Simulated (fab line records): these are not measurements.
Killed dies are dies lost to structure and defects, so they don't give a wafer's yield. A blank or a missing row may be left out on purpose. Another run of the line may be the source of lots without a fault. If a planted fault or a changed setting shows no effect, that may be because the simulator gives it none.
Matching of chambers :: flow n5-finfet :: 4 sister chambers for N5_MOL_CONTACT_COAG_CMP_28 on cmp-03
The step polishes, stops on SiNx, t overpolish 0.85 s, target thk 14.522 nm. 4 wafers are shown with their chamber, then 12 later ones without.

## WAFERS PAIRED WITH THEIR CHAMBERS
wafer: L089.1
chamber: 1
motor-current-A (A): 14.5

wafer: L089.5
chamber: 2
motor-current-A (A): 13.1

wafer: L090.4
chamber: 0
motor-current-A (A): 11.0

wafer: L090.6
chamber: 3
motor-current-A (A): 14.4

## WAFERS WITHOUT THEIR CHAMBER
wafer: L091.1
motor-current-A (A): 13.8

wafer: L091.5
motor-current-A (A): 13.9

wafer: L091.6
motor-current-A (A): 11.7

wafer: L092.4
motor-current-A (A): 12.4

wafer: L092.5
motor-current-A (A): 14.2

wafer: L092.6
motor-current-A (A): 12.6

wafer: L093.2
motor-current-A (A): 13.3

wafer: L093.4
motor-current-A (A): 11.5

wafer: L093.5
motor-current-A (A): 12.8

wafer: L094.2
motor-current-A (A): 13.7

wafer: L094.4
motor-current-A (A): 13.0

wafer: L094.6
motor-current-A (A): 11.8

## THE CHAMBER EACH PASSED THROUGH
wafer: L091.1
from the rows above: can't be placed: 3 or 1 or 2
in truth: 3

wafer: L091.5
from the rows above: can't be placed: 3 or 1 or 2
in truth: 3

wafer: L091.6
from the rows above: can't be placed: 0 or 2
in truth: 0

wafer: L092.4
from the rows above: can't be placed: 2 or 0
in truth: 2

wafer: L092.5
from the rows above: can't be placed: 3 or 1 or 2
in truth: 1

wafer: L092.6
from the rows above: 2
in truth: 2

wafer: L093.2
from the rows above: can't be placed: 2 or 3 or 1
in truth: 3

wafer: L093.4
from the rows above: 0
in truth: 0

wafer: L093.5
from the rows above: 2
in truth: 2

wafer: L094.2
from the rows above: can't be placed: 2 or 3 or 1
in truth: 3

wafer: L094.4
from the rows above: 2
in truth: 2

wafer: L094.6
from the rows above: can't be placed: 0 or 2
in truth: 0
Correct placement for 4 of the 12. Not placeable from these rows: 8 (in 8, the candidates include the true chamber). Placed wrongly: 0.
How it was worked out, from the rows above alone: a wafer's distance from a chamber is the root of the sum, over the readings, of the square of ((its reading less the chamber's mean) divided by the reading's scatter). The wafer belongs to the nearest chamber; if the next one is less than 2 further off, it can't be placed. Each chamber's mean is taken over the wafers shown for it. The scatter (one wafer shown for each chamber): square how far every hidden wafer sits from the nearest shown wafer, average those squares and take the square root.
